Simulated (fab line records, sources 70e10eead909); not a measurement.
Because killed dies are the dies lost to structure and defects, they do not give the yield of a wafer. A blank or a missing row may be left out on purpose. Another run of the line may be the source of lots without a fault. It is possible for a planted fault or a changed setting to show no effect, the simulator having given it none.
fab line records	flow nandHarc
record: lots: 14	wafers: 42	lastDay: 33
route steps=1302 shown A_CONTACT@1055 HYBRID_BOND@1242 THIN_TSV@1270 END@1302
lots with no fault: from the same line, run without faults
startH: start of the lot's first displayed wafer, in hours after the record's first day	waitH: how many hours have passed since the lot's step before this one	" identical to the entry in the row above	L1.1+2: a single row standing in for several wafers	- no value present, or no start provided	* or withheld: withheld	< > ~ a bound
route shown NAME@n: a module of which the file shows steps, and the number in the route of the first	usual: mean/standard deviation taken from wafers without a fault	same: alike in all rows	chamber/n: place in a boat	sites: readings site by site	_std_site: standard deviation of those values	_edge_site: mean of outer sites minus mean of inner sites	radiusMm: how far each site lies from the wafer's centre	mask NAME#n: copy n	behind: the most recent tool/chamber to have shaped the wafer	hold: why the lot went on hold/how many hours it stayed there/how the hold came to an end	device: whichever transistor did not switch (one of n, p or np)	end of line: tests run on the same wafers once the route is complete	a step given without rows: its recipe and nothing more	killed: dies lost to structure and defects at the first sort, not the wafer's yield	map: the dies of a wafer, with x for killed, . for not killed, _ for no die there
set.NAME: the setting that was run; set.NAME@STEP: the one run at that earlier step	model.NAME: the simulator's own value behind a step, which no gauge read
a sample of lots followed through the steps of the route, with each step as a table and each wafer as a row
services: the hour from which a tool's chamber was out of use, counted from the record's first day as startH (under 0 if before that day), plus the number of hours and why
== steps ==
step: NHARC_A_CONTACT_ETCH_132
recipe: sourceW: withheld	pressureMtorr: 20	biasV: 3000	timeS: 197	targetDepthA: 19240	arFlowSccm: withheld	c4f8FlowSccm: withheld	o2FlowSccm: withheld	chemistry: C4F8/O2/Ar
usual: oesAirLineAu: 1.003/0.02
lot.wafer	tool	chamber	startH	waitH	oesAirLineAu	rfHoursCounterH
L587.1	harCapEtch-03	1	502.72	0.1	0.999	44
L587.5	"	0	"	"	0.994	-
L587.6	"	1	"	"	1.026	-
L588.2	harCapEtch-01	1	520.05	0.1	0.996	1
L588.4	"	0	"	"	0.986	-
L588.3	"	1	"	"	0.987	-
L590.1	harCapEtch-02	1	544.93	0.1	1.022	91
L590.3	"	1	"	"	1.021	-
L590.5	"	0	"	"	0.983	-
L589.2	harCapEtch-03	1	546.87	0.1	1.012	52
L589.5	"	0	"	"	0.961	-
L589.6	"	1	"	"	1.005	-
L594.3	harCapEtch-03	1	589.25	0.2	0.999	-
L594.4	"	0	"	"	1.007	-
L594.5	"	1	"	"	1.027	-
L592.4	harCapEtch-02	1	592.12	0.1	1.021	-
L592.6	"	1	"	"	1.011	-
L592.5	"	0	"	"	1.015	-
L595.1	harCapEtch-03	1	597.31	0.2	0.999	60
L595.4	"	1	"	"	1.006	-
L595.6	"	0	"	"	1.011	-
L599.2	harCapEtch-01	1	616.66	0.2	0.988	18
L599.4	"	1	"	"	0.986	-
L599.5	"	0	"	"	0.988	-
L602.1	harCapEtch-03	1	659.57	0.1	1.031	71
L602.3	"	1	"	"	0.996	-
L602.6	"	1	"	"	1.017	-
L603.1	harCapEtch-01	1	668.20	0.2	1.008	26
L603.3	"	1	"	"	0.989	-
L603.4	"	0	"	"	0.995	-
L600.2	harCapEtch-03	1	672.38	0.1	0.982	74
L600.3	"	1	"	"	0.992	-
L600.5	"	1	"	"	0.986	-
L605.3	harCapEtch-02	0	716.82	0.1	0.993	-
L605.5	"	0	"	"	0.973	-
L605.6	"	1	"	"	0.979	-
L608.1	harCapEtch-03	0	721.11	0.1	1.012	82
L608.5	"	0	"	"	1.046	-
L608.6	"	1	"	"	1.009	-
L607.2	harCapEtch-02	0	726.94	0.1	1.000	127
L607.6	"	1	"	"	0.996	-
L607.5	"	0	"	"	0.976	-
step: NHARC_HYBRID_BOND_OVL_MEAS_05
usual: overlayXNm: 1/33	overlayYNm: 0/34
lot.wafer	tool	chamber	startH	waitH	overlayXNm	overlayYNm
L587.1	overlay-01	-	539.62	0.4	2	19
L587.5	"	-	"	"	16	-20
L587.6	"	-	"	"	-42	-35
L588.2	overlay-01	-	556.68	0.4	28	-11
L588.3	"	-	"	"	-25	-11
L588.4	"	-	"	"	28	-18
L590.1	overlay-02	-	582.29	0.4	-17	19
L590.3	"	-	"	"	-5	31
L590.5	"	-	"	"	18	-45
L589.2	overlay-02	-	582.30	0.4	36	-43
L589.5	"	-	"	"	2	-12
L589.6	"	-	"	"	-5	79
L594.3	overlay-02	-	627.90	0.4	21	18
L594.4	"	-	"	"	110	29
L594.5	"	-	"	"	49	66
L592.4	overlay-01	-	627.91	0.4	57	5
L592.5	"	-	"	"	18	-37
L592.6	"	-	"	"	-58	-14
L595.1	overlay-01	-	634.47	0.4	29	-9
L595.4	"	-	"	"	35	91
L595.6	"	-	"	"	-5	-15
L599.2	overlay-02	-	656.63	0.4	-21	33
L599.4	"	-	"	"	5	62
L599.5	"	-	"	"	39	-9
L602.1	overlay-01	-	695.37	0.4	-7	43
L602.3	"	-	"	"	39	-34
L602.6	"	-	"	"	0	5
L603.1	overlay-01	-	706.88	0.4	-7	46
L603.3	"	-	"	"	19	65
L603.4	"	-	"	"	-37	-54
L600.2	overlay-02	-	714.68	0.4	-38	70
L600.3	"	-	"	"	-18	-8
L600.5	"	-	"	"	51	-32
L605.3	overlay-02	-	757.49	0.4	-40	36
L605.5	"	-	"	"	13	-20
L605.6	"	-	"	"	-37	-11
L608.1	overlay-02	-	757.50	0.4	16	-6
L608.5	"	-	"	"	0	-2
L608.6	"	-	"	"	-32	46
L607.2	overlay-02	-	764.55	0.4	14	8
L607.5	"	-	"	"	-22	2
L607.6	"	-	"	"	-63	6
step: NHARC_THIN_TSV_DEGAS_49
recipe: tempC: 300	timeS: 120
usual: heaterPowerW: 479/47
lot.wafer	tool	chamber	startH	waitH	heaterPowerW
L587.1	pvdSputter-02	-	545.12	0.1	456
L587.6	"	-	"	"	455
L587.5	"	-	"	"	607
L588.4	pvdSputter-02	-	562.18	0.1	424
L588.2	"	-	"	"	451
L588.3	"	-	"	"	598
L590.1	pvdSputter-02	-	587.87	0.1	420
L590.3	"	-	"	"	602
L590.5	"	-	"	"	423
L589.2	pvdSputter-03	-	589.07	0.2	464
L589.6	"	-	"	"	464
L589.5	"	-	"	"	483
L594.4	pvdSputter-02	-	633.49	0.1	611
L594.3	"	-	"	"	422
L594.5	"	-	"	"	595
L592.4	pvdSputter-01	-	634.66	0.1	439
L592.5	"	-	"	"	497
L592.6	"	-	"	"	432
L595.4	pvdSputter-01	-	639.91	0.1	508
L595.1	"	-	"	"	499
L595.6	"	-	"	"	515
L599.2	pvdSputter-03	-	662.30	0.1	497
L599.4	"	-	"	"	462
L599.5	"	-	"	"	460
L602.3	pvdSputter-01	-	700.92	0.1	453
L602.1	"	-	"	"	423
L602.6	"	-	"	"	435
L603.3	pvdSputter-01	-	712.42	0.1	424
L603.4	"	-	"	"	439
L603.1	"	-	"	"	502
L600.2	pvdSputter-02	-	720.42	0.1	434
L600.3	"	-	"	"	465
L600.5	"	-	"	"	456
L605.3	pvdSputter-03	-	763.03	0.1	490
L605.5	"	-	"	"	481
L605.6	"	-	"	"	473
L608.1	pvdSputter-03	-	764.38	0.1	497
L608.6	"	-	"	"	498
L608.5	"	-	"	"	490
L607.2	pvdSputter-02	-	770.08	0.2	444
L607.6	"	-	"	"	435
L607.5	"	-	"	"	456
step: NHARC_THIN_TSV_CMP_21
recipe: tOverpolishS: 30	targetThkNm: 2000
usual: motorCurrentA: 11.4/1	overpolishRunS: 30.000/0.0098
lot.wafer	tool	chamber	startH	waitH	motorCurrentA	overpolishRunS
L587.1	cmp-04	2	546.71	-	12.8	29.995
L587.5	"	0	"	"	10.0	29.981
L587.6	"	1	"	"	12.3	30.001
L588.2	cmp-04	1	563.93	-	11.3	30.000
L588.3	"	3	"	"	10.0	30.017
L588.4	"	0	"	"	10.2	29.995
L590.3	cmp-01	0	589.41	-	11.6	30.006
L590.1	"	2	"	"	10.6	29.988
L590.5	"	1	"	"	12.1	30.025
L589.2	cmp-04	3	590.61	-	10.6	29.992
L589.6	"	2	"	"	12.5	30.017
L589.5	"	3	"	"	11.0	30.000
L594.3	cmp-04	2	635.03	-	11.7	30.009
L594.4	"	3	"	"	11.6	30.005
L594.5	"	1	"	"	11.4	30.000
L592.4	cmp-03	1	636.23	-	9.6	29.997
L592.6	"	3	"	"	11.7	29.981
L592.5	"	0	"	"	12.1	30.002
L595.1	cmp-04	1	641.51	-	11.8	29.988
L595.4	"	2	"	"	12.4	29.993
L595.6	"	3	"	"	10.5	30.000
L599.4	cmp-03	3	663.86	-	12.1	29.997
L599.2	"	0	"	"	12.8	29.992
L599.5	"	3	"	"	11.5	30.006
L602.1	cmp-01	0	702.45	-	11.2	29.996
L602.3	"	3	"	"	11.3	30.000
L602.6	"	0	"	"	11.7	30.009
L603.1	cmp-04	1	714.09	-	11.4	29.988
L603.3	"	2	"	"	11.3	30.009
L603.4	"	3	"	"	10.6	30.007
L600.3	cmp-04	0	721.96	-	10.1	29.988
L600.2	"	3	"	"	10.2	30.001
L600.5	"	1	"	"	11.5	29.997
L605.3	cmp-03	3	764.65	-	11.5	30.014
L605.5	"	0	"	"	12.1	29.989
L605.6	"	1	"	"	9.8	30.005
L608.1	cmp-04	3	766.12	-	10.7	29.989
L608.5	"	3	"	"	10.4	30.011
L608.6	"	0	"	"	10.4	30.001
L607.2	cmp-04	2	771.59	-	12.3	29.994
L607.5	"	2	"	"	12.7	30.004
L607.6	"	3	"	"	10.2	30.002
step: NHARC_END_SORT_01
recipe: tempC: 25
usual: killedAtArray: 62/15	killedAtOther: 0.8/1	killedAtPeriphery: 3.7/2.6	killedDies: 66/15	killedOpen: 3.1/1.8	killedShort: 2.6/1.7
same: grossDies: 677
lot.wafer	tool	chamber	startH	waitH	killedAtArray	killedAtOther	killedAtPeriphery	killedDies	killedOpen	killedShort
L594.3	prober-01	0	647.60	3.1	141	0	7	148	2	2
L594.4	prober-01	0	648.40	3.4	101	0	9	110	7	3
L594.5	prober-01	0	649.19	3.7	159	0	6	165	5	2
L595.1	prober-01	0	655.26	2.5	149	0	0	149	1	2
L595.4	prober-01	0	657.64	3.4	150	0	3	153	6	2
L595.6	prober-01	0	659.23	4.0	91	0	2	93	3	2
killed by level:class
L594.3 A_CONTACT:unspecified=96 A_CHANNEL_HOLE_D1:chamberFilmFlake=24 A_CHANNEL_HOLE_D2:chamberFilmFlake=11 A_CONTACT:chamberFilmFlake=5 P_GATE:chamberFilmFlake=2 A_DECK1_JOINT:chamberFilmFlake=2 P_CONTACT:geometricParticle:open=1 P_M1:geometricParticle:short=1
L594.4 A_CHANNEL_HOLE_D1:chamberFilmFlake=36 A_CONTACT:unspecified=32 A_CHANNEL_HOLE_D2:chamberFilmFlake=13 P_GATE:chamberFilmFlake=7 A_CONTACT:chamberFilmFlake=6 A_DECK1_JOINT:chamberFilmFlake=2 A_SLIT:chamberFilmFlake=2 P_CONTACT:geometricParticle:open=1
L594.5 A_CONTACT:unspecified=99 A_CHANNEL_HOLE_D1:chamberFilmFlake=32 A_CHANNEL_HOLE_D2:chamberFilmFlake=13 A_CONTACT:chamberFilmFlake=4 P_GATE:chamberFilmFlake=3 A_ZERO_WELL:chamberFilmFlake=2 A_DECK1_JOINT:chamberFilmFlake=2 P_CONTACT:geometricParticle:open=1
L595.1 A_CONTACT:unspecified=97 A_CHANNEL_HOLE_D1:chamberFilmFlake=26 A_CHANNEL_HOLE_D2:chamberFilmFlake=13 A_CONTACT:chamberFilmFlake=6 A_M0:chamberFilmFlake=2 A_CHANNEL_FILL_D1:geometricParticle:short=1 A_STAIRCASE:geometricParticle:open=1 A_CONTACT:geometricParticle:short=1
L595.4 A_CONTACT:unspecified=90 A_CHANNEL_HOLE_D1:chamberFilmFlake=33 A_CHANNEL_HOLE_D2:chamberFilmFlake=12 A_CONTACT:chamberFilmFlake=6 A_M0:chamberFilmFlake=3 A_CHANNEL_FILL_D2:geometricParticle:open=2 P_M0:geometricParticle:open=1 P_M1:geometricParticle:open=1
L595.6 A_CONTACT:unspecified=32 A_CHANNEL_HOLE_D1:chamberFilmFlake=26 A_CHANNEL_HOLE_D2:chamberFilmFlake=16 A_M0:chamberFilmFlake=5 A_CONTACT:chamberFilmFlake=4 A_CHANNEL_FILL_D2:chamberFilmFlake=2 A_WL_FILL:chamberFilmFlake=2 P_CONTACT:geometricParticle:open=1
== services ==
tool	chamber	startH	hours	kind
harCapEtch-01	-	497.60	17.0	pm
cmp-04	-	504.51	4.0	pm
pvdSputter-02	-	505.16	2.7	repair
pvdSputter-03	-	525.09	1.0	repair
pvdSputter-03	-	526.10	10.0	pm
harCapEtch-02	-	533.86	0.5	repair
pvdSputter-03	-	548.23	4.0	repair
cmp-03	-	554.24	4.0	pm
harCapEtch-02	-	564.73	1.6	repair
pvdSputter-02	-	566.26	2.7	repair
cmp-04	-	568.24	3.2	repair
pvdSputter-01	-	584.22	10.0	pm
cmp-03	-	591.50	5.3	repair
cmp-04	-	602.51	4.0	pm
pvdSputter-01	-	628.54	2.7	repair
pvdSputter-02	-	646.78	10.0	pm
pvdSputter-03	-	696.28	2.2	repair
cmp-04	-	700.51	4.0	pm
pvdSputter-03	-	704.16	10.0	pm
cmp-04	-	710.66	0.5	repair
pvdSputter-02	-	732.28	1.7	repair
harCapEtch-02	-	754.00	17.0	pm
pvdSputter-01	-	759.75	2.4	repair
pvdSputter-01	-	762.22	10.0	pm
== key ==
firstSign: step: NHARC_END_SORT_01	reading: killedAtArray	direction: up	sigmas: 4.6	usual: 62	struck: 132
effect: step: NHARC_END_SORT_01	reading: killedDies	direction: up	sigmas: 4.5	usual: 66	struck: 136
moreKillsBornAt: NHARC_A_CONTACT_ETCH_132@harCapEtch-03: 444
metAt NHARC_A_CONTACT_ETCH_132
struckLots L594,L595
testerLeftOut L594,L595
notActingAt NHARC_HYBRID_BOND_OVL_MEAS_05,NHARC_THIN_TSV_DEGAS_49,NHARC_THIN_TSV_CMP_21
onsetBetween 546.87 589.25
fault: kind: chamberParticleSource	tool: harCapEtch-03	chamber: -	onsetH: 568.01	steps: NHARC_A_CONTACT_ETCH_132	ratePerVisitCm2: 1.0745	endH: 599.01
testerLeftOut: of these lots the tester's yield and bins aren't shown, on N5 and GAA mostly nor the transistor test; their killed dies are dies lost to structure and defects alone, not to doping, threshold or leakage, so they don't give the yield
